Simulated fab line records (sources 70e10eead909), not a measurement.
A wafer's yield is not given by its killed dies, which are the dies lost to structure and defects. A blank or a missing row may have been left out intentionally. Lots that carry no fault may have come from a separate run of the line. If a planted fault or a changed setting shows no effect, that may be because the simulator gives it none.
Problem report in the 8D (eight disciplines) form, filled by code + flow nand harc + the parts of the form that need people (team, actions taken, sign-off) are left out

1. THE PROBLEM
Wafers with no fault read 5.9 with a standard deviation of 3, whereas raw defect count at NHARC_P_GATE_INSPECT_28 reads a mean of 41.0 on 1 wafer of 1 lot. That puts it +12 standard deviations away from the usual mean.
The first sign was on wafer L716.6 at day 5 00:28, on defect inspect-01. At this step, 33 wafers from 11 lots have a number in the record. By rule, "out" or "out of limits" means more than 4 standard deviations away from the usual mean. The other wafers with a number count as sound.

2. WHAT IT IS AND WHAT IT IS NOT
| question                    | is                | is not                                                                                                              |
|-----------------------------|-------------------|---------------------------------------------------------------------------------------------------------------------|
| which readings at this step | raw defect count  | -                                                                                                                   |
| which lots                  | L716              | L715, L726, L727, L731, L732, L733, L734, L735, L736, L737                                                          |
| which wafers of those lots  | L716.6            | L716.2, L716.5                                                                                                      |
| read on which gauges        | defect inspect-01 | defect inspect-02                                                                                                   |
| when                        | from day 5 00:28  | up to then (5 sound wafers); but 27 sound wafers of L726, L727, L731, L732, L733, L734, L735, L736, L737 came after |

3. THE SUSPECTS, EACH WITH WHAT RULES IT OUT
Counting: if a tool at a process step up to the reading ran every lot that is out, it stays a suspect. Sound lots after the first of them don't rule it out here, since some wafers of a struck lot are sound.
- the gauge at NHARC_P_GATE_INSPECT_28 has been ruled out. All the wafers that are out were read on defect inspect-01, but those of them that NHARC_END_SORT_01 has rows for are out there too, on other tools.
- pecvd-02 at NHARC_P_GATE_DEP_103 (deposits SiON, target thk 30 nm): kept. The lot that is out, L716, ran on it at day 4 23:50; the last sound lot it ran before that was L715, at day 4 23:19.
- The sound lot-mates ran in chamber 2 of pecvd-02 at NHARC_P_GATE_DEP_103, but the wafers that are out ran in chamber 0.
Remaining after the count: pecvd-02 at NHARC_P_GATE_DEP_103.

4. THE CAUSE (what the simulator had put in)
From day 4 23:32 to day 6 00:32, pecvd-02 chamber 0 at NHARC_P_GATE_DEP_103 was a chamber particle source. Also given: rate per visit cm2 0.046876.
This tool alone remained once counting was done.

5. THE EFFECT CHAIN, in route order
One row per reading whose mean, taken over the struck wafers that have a number, lies over 3 standard deviations from the usual. Only readings whose record carries a usual standard deviation are examined. hours: median over the lots of the time between each lot's start at the first step of this table that gives one and its start at this step. sigmas: the change, counted in usual standard deviations.
| hours | step                    | reading             | usual | on struck wafers | change | sigmas |
|-------|-------------------------|---------------------|-------|------------------|--------|--------|
| 0     | NHARC_P_GATE_INSPECT_28 | raw defect count    | 5.9   | 41.0             | +35.1  | +12    |
| 364   | NHARC_END_SORT_01       | killed at periphery | 3.3   | 20.0             | +16.7  | +7.3   |

6. HOW IT WOULD HAVE BEEN CAUGHT EARLIER
In this record the first reading out of limits at a measuring or inspecting step was taken at day 5 00:28, 1 hour after the fault began at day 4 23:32.
Of the tool readings at NHARC_P_GATE_DEP_103 for which the record gives a usual standard deviation, none was out on any struck wafer, so an alarm limit of 4 standard deviations on them would not have fired.
The start of NHARC_P_GATE_DEP_103 on pecvd-02 came by day 5 00:28 for every one of the lots that are out (1). None of them would have been spared by holding the tool at that moment.
